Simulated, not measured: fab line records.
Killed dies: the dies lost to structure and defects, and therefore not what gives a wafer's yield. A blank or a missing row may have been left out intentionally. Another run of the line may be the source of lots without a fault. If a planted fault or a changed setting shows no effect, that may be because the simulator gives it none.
Chamber matching    flow nand_harc    4 sister chambers for NHARC_P_CONTACT_ETCH_35 on rie_diel-08
The step etches the open film in CF4, target depth 39 nm, time 65 s. 8 wafers are shown with their chamber, then 8 later ones without.

## WAFERS WITH THEIR CHAMBER
wafer   chamber  drypump_motor_current_A (A)  rf_vpp_V (V)
L863.5  0        5.94                         151.1
L861.4  3        5.58                         153.0
L867.2  0        5.99                         150.5
L867.6  2        6.05                         149.4
L868.2  1        5.36                         150.4
L868.3  3        5.56                         150.3
L868.4  2        6.03                         149.7
L869.1  1        5.35                         150.9

## WAFERS WITHOUT THEIR CHAMBER
wafer   drypump_motor_current_A (A)  rf_vpp_V (V)
L869.4  6.05                         150.4
L869.6  6.04                         151.5
L877.1  5.95                         151.3
L877.4  5.36                         150.8
L877.5  6.03                         149.9
L879.1  6.03                         150.7
L879.3  5.98                         150.5
L879.6  6.03                         150.4

## EACH ONE'S CHAMBER
wafer   from the rows above      in truth
L869.4  2                        2
L869.6  can't be placed: 2 or 0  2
L877.1  0                        0
L877.4  1                        1
L877.5  2                        2
L879.1  can't be placed: 2 or 0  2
L879.3  0                        0
L879.6  2                        2
Correct placement for 6 of the 8. Unplaceable from these rows: 2, with the true chamber sitting among the candidates in 2. Number placed wrongly: 0.
How it was worked out, from the rows above alone: a wafer's distance from a chamber is the root of the sum, over the readings, of the square of ((its reading less the chamber's mean) divided by the reading's scatter). The wafer belongs to the nearest chamber; if the next one is less than 2 further off, it can't be placed. Each chamber's mean is taken over the wafers shown for it. How the scatter is found: for the shown wafers, subtract from each reading the mean of its chamber, square and add these, divide the total by (wafers less chambers), then take the root.
